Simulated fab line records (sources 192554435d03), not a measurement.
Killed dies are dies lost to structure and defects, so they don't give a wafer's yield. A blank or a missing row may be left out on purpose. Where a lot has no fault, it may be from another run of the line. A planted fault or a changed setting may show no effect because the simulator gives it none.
fab line records / flow n5_finfet
record lots=7 wafers=21
route steps=1938 shown PASSIVATION@1930
start_h: start of the lot's first displayed wafer, in hours after the record's first day / wait_h: hours elapsed since this lot's preceding step / " identical to the entry in the row above / L1.1+2: several wafers, shown together as one row / - no value present, or no start provided / * or withheld: withheld / < > ~ a bound
route shown NAME@n: NAME is a module with steps in the file, n the number in the route of the first one / usual: average and standard deviation across the fault-free wafers / same: alike in all rows / chamber/n: place in a boat / sites: per-site readings / _std_site: standard deviation across them / _edge_site: the outer-site mean with the inner-site mean subtracted / radius_mm: for every site, how far away it sits from the centre of the wafer / mask NAME#n: copy n / behind: the most recent tool/chamber to have shaped the wafer / hold: why the lot was held/for how many hours/how that ended / device: the n, p or np transistor that did not switch / end of line: the tests these same wafers got at the end of their route / a step without rows: its recipe alone / killed: not the wafer's yield, but the dies lost to structure and defects at the first sort / map: per-die view of a wafer (x killed, . not killed, _ where there is no die)
set.NAME: the setting the step ran with; set.NAME@STEP: the setting that earlier step ran with / model.NAME: the simulator's own value behind a step, which no gauge read
lots whose settings were changed on purpose; a table a step, a row a wafer
## steps
# step N5_PASSIVATION_ETCH_54
# recipe chemistry=CHF3/O2 target=SiO2 target_depth_a=8800 CHF3_flow_sccm=50 O2_flow_sccm=5 Ar_flow_sccm=200 time_s=440 mask_material=PR pressure_mtorr=30 source_w=650 bias_w=170 ion_energy_ev=200
lot.wafer=L078.1 tool=rie_diel-01 chamber=1 start_h=279.48 wait_h=0.1 set.time_s=440 model.etch.depth_nm=872.6 model.PASSIVATION.feature_depth_nm=872.6
lot.wafer=L078.2 tool=rie_diel-01 chamber=0 start_h=279.48 wait_h=0.1 set.time_s=440 model.etch.depth_nm=863.8 model.PASSIVATION.feature_depth_nm=863.8
lot.wafer=L078.6 tool=rie_diel-01 chamber=3 start_h=279.48 wait_h=0.1 set.time_s=440 model.etch.depth_nm=878.8 model.PASSIVATION.feature_depth_nm=878.8
lot.wafer=L077.3 tool=rie_diel-02 chamber=1 start_h=285.30 wait_h=0.1 set.time_s=440 model.etch.depth_nm=872.7 model.PASSIVATION.feature_depth_nm=872.6
lot.wafer=L077.5 tool=rie_diel-02 chamber=2 start_h=285.30 wait_h=0.1 set.time_s=440 model.etch.depth_nm=900.7 model.PASSIVATION.feature_depth_nm=900.6
lot.wafer=L077.6 tool=rie_diel-02 chamber=1 start_h=285.30 wait_h=0.1 set.time_s=465.2 model.etch.depth_nm=922.5 model.PASSIVATION.feature_depth_nm=922.4
lot.wafer=L082.3 tool=rie_diel-06 chamber=3 start_h=305.08 wait_h=0.1 set.time_s=440 model.etch.depth_nm=915.1 model.PASSIVATION.feature_depth_nm=915
lot.wafer=L082.4 tool=rie_diel-06 chamber=1 start_h=305.08 wait_h=0.1 set.time_s=440 model.etch.depth_nm=909.9 model.PASSIVATION.feature_depth_nm=909.8
lot.wafer=L082.5 tool=rie_diel-06 chamber=1 start_h=305.08 wait_h=0.1 set.time_s=492.8 model.etch.depth_nm=1022 model.PASSIVATION.feature_depth_nm=1022
lot.wafer=L090.1 tool=rie_diel-02 chamber=0 start_h=365.43 wait_h=0.1 set.time_s=440 model.etch.depth_nm=887.8 model.PASSIVATION.feature_depth_nm=887.8
lot.wafer=L090.3 tool=rie_diel-02 chamber=2 start_h=365.43 wait_h=0.1 set.time_s=440 model.etch.depth_nm=902.8 model.PASSIVATION.feature_depth_nm=902.8
lot.wafer=L090.6 tool=rie_diel-02 chamber=3 start_h=365.43 wait_h=0.1 set.time_s=440 model.etch.depth_nm=892.2 model.PASSIVATION.feature_depth_nm=892.2
lot.wafer=L092.1 tool=rie_diel-02 chamber=2 start_h=389.84 wait_h=0.1 set.time_s=440 model.etch.depth_nm=884.6 model.PASSIVATION.feature_depth_nm=884.6
lot.wafer=L092.2 tool=rie_diel-02 chamber=3 start_h=389.84 wait_h=0.1 set.time_s=440 model.etch.depth_nm=885.6 model.PASSIVATION.feature_depth_nm=885.6
lot.wafer=L092.6 tool=rie_diel-02 chamber=0 start_h=389.84 wait_h=0.1 set.time_s=440 model.etch.depth_nm=870 model.PASSIVATION.feature_depth_nm=870
lot.wafer=L095.3 tool=rie_diel-02 chamber=1 start_h=390.53 wait_h=0.1 set.time_s=440 model.etch.depth_nm=857.3 model.PASSIVATION.feature_depth_nm=857.2
lot.wafer=L095.5 tool=rie_diel-02 chamber=0 start_h=390.53 wait_h=0.1 set.time_s=467.6 model.etch.depth_nm=926.1 model.PASSIVATION.feature_depth_nm=926.2
lot.wafer=L095.6 tool=rie_diel-02 chamber=3 start_h=390.53 wait_h=0.1 set.time_s=440 model.etch.depth_nm=877 model.PASSIVATION.feature_depth_nm=877
lot.wafer=L094.3 tool=rie_diel-06 chamber=3 start_h=395.14 wait_h=0.1 set.time_s=440 model.etch.depth_nm=906.1 model.PASSIVATION.feature_depth_nm=906.2
lot.wafer=L094.4 tool=rie_diel-06 chamber=0 start_h=395.14 wait_h=0.1 set.time_s=375 model.etch.depth_nm=773.3 model.PASSIVATION.feature_depth_nm=773.2
lot.wafer=L094.6 tool=rie_diel-06 chamber=2 start_h=395.14 wait_h=0.1 set.time_s=375 model.etch.depth_nm=753.1 model.PASSIVATION.feature_depth_nm=753
## key
split step=N5_PASSIVATION_ETCH_54 setting=time_s stated=440 by=wafer
response step=N5_PASSIVATION_ETCH_54 reading=model.etch.depth_nm change=+9.21 per=1% r=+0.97
response step=N5_PASSIVATION_ETCH_54 reading=model.PASSIVATION.feature_depth_nm change=+9.21 per=1% r=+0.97
